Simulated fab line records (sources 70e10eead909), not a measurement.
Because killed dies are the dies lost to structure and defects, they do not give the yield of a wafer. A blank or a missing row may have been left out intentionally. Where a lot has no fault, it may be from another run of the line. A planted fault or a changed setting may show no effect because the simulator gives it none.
2 desks, one fault | flow nand_harc | each desk has only its own numbers; what lay behind them comes last

TOOL OWNER'S DESK, cmp-04
The tool's own readings at NHARC_A_CHANNEL_FILL_D1_CMP_10 (polishes, target thk 150 nm): means of the sampled wafers that have a number, for each lot that ran on this tool. If a lot's mean is further than 4 standard deviations from the usual mean, the lot is out of limits and carries the mark OUT (the distance appears in the brackets).
Columns: A = motor_current_A at NHARC_A_CHANNEL_FILL_D1_CMP_10, usual 11.9 A; B = time_to_endpoint_s at NHARC_A_CHANNEL_FILL_D1_CMP_10, usual 14.7 s
lot  | first seen here | A    | B
L367 | day 10 18:09    | 11.4 | 16.9
L374 | day 12 17:25    | 11.5 | 18.7
L384 | day 15 06:10    | 11.6 | 13.3
This desk found nothing out of limits on any of the 3 lots.

THE DEFECT DESK
For each lot, the counts of the inspections along the route, averaged over the sampled wafers that have a number. If a lot's mean is further than 4 standard deviations from the usual mean, the lot is out of limits and carries the mark OUT (the distance appears in the brackets).
Columns: A = raw_defect_count at NHARC_A_CHANNEL_FILL_D1_INSPECT_13, usual 344
lot  | first seen here | A
L366 | day 10 18:43    | 273
L368 | day 10 18:44    | 370
L367 | day 10 18:53    | 491
L374 | day 12 18:01    | 1131 (+4.9) OUT
L380 | day 14 00:19    | 263
L381 | day 14 15:29    | 239
L379 | day 14 15:39    | 371
L385 | day 15 06:50    | 435
L384 | day 15 06:59    | 184
L387 | day 15 10:44    | 482
L386 | day 15 10:54    | 193
L388 | day 16 10:39    | 342
L389 | day 16 19:31    | 301
Finding of this desk: L374 out of limits; the first was L374 at day 12 18:01, on raw_defect_count at NHARC_A_CHANNEL_FILL_D1_INSPECT_13. In limits: L366, L368, L367, L380, L381, L379, L385, L384, L387, L386, L388, L389.

ALL TOGETHER
The defect desk could have raised an alarm at day 12 18:01, on L374.
Nothing out of limits was seen by the tool owner's desk.
Tool owner's desk: L374 on record, inside its limits.
Every lot named ran NHARC_A_CHANNEL_FILL_D1_CMP_10 on cmp-04.

WHAT WAS PUT IN BY THE SIMULATOR
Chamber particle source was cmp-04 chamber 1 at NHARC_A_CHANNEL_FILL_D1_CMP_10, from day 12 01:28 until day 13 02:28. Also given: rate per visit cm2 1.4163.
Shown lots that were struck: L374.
Hours from the fault's start to each desk's first reading out of limits: the defect desk, 17.
